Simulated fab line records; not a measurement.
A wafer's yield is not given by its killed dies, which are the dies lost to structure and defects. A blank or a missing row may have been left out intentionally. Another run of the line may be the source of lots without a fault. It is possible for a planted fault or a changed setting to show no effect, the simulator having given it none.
Chamber matching :: flow n5-finfet :: N5_STI_FIN_REVEAL_STRIP_24 on rie-diel-04 has 4 sister chambers
The step strips in N2/H2, time 90 s. 4 wafers are shown with their chamber, then 7 later ones without.

## WAFERS, EACH WITH ITS CHAMBER
wafer: L086.1
chamber: 3
drypump-motor-current-A (A): 6.1

wafer: L086.4
chamber: 0
drypump-motor-current-A (A): 5.3

wafer: L086.5
chamber: 2
drypump-motor-current-A (A): 6.1

wafer: L087.5
chamber: 1
drypump-motor-current-A (A): 5.1

## WAFERS WHOSE CHAMBER IS MISSING
wafer: L087.6
drypump-motor-current-A (A): 6.1

wafer: L089.3
drypump-motor-current-A (A): 6.1

wafer: L089.4
drypump-motor-current-A (A): 5.3

wafer: L089.6
drypump-motor-current-A (A): 6.1

wafer: L095.1
drypump-motor-current-A (A): 5.3

wafer: L095.3
drypump-motor-current-A (A): 6.0

wafer: L095.6
drypump-motor-current-A (A): 5.1

## WHICH CHAMBER EACH WENT THROUGH
wafer: L087.6
from the rows above: can't be placed: 2 or 3
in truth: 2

wafer: L089.3
from the rows above: can't be placed: 2 or 3
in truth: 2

wafer: L089.4
from the rows above: 0
in truth: 0

wafer: L089.6
from the rows above: can't be placed: 2 or 3
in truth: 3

wafer: L095.1
from the rows above: 0
in truth: 0

wafer: L095.3
from the rows above: can't be placed: 2 or 3
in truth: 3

wafer: L095.6
from the rows above: 1
in truth: 1
Correctly placed: 3 of 7. Cannot be placed on the basis of these rows: 4; the candidates contain the true chamber in 4. Number placed wrongly: 0.
How it was worked out, from the rows above alone: a wafer's distance from a chamber is the root of the sum, over the readings, of the square of ((its reading less the chamber's mean) divided by the reading's scatter). The wafer belongs to the nearest chamber; if the next one is less than 2 further off, it can't be placed. Each chamber's mean is taken over the wafers shown for it. The scatter: with one shown wafer a chamber, the root of the mean of the squares of how far each hidden wafer lies from its nearest shown one.
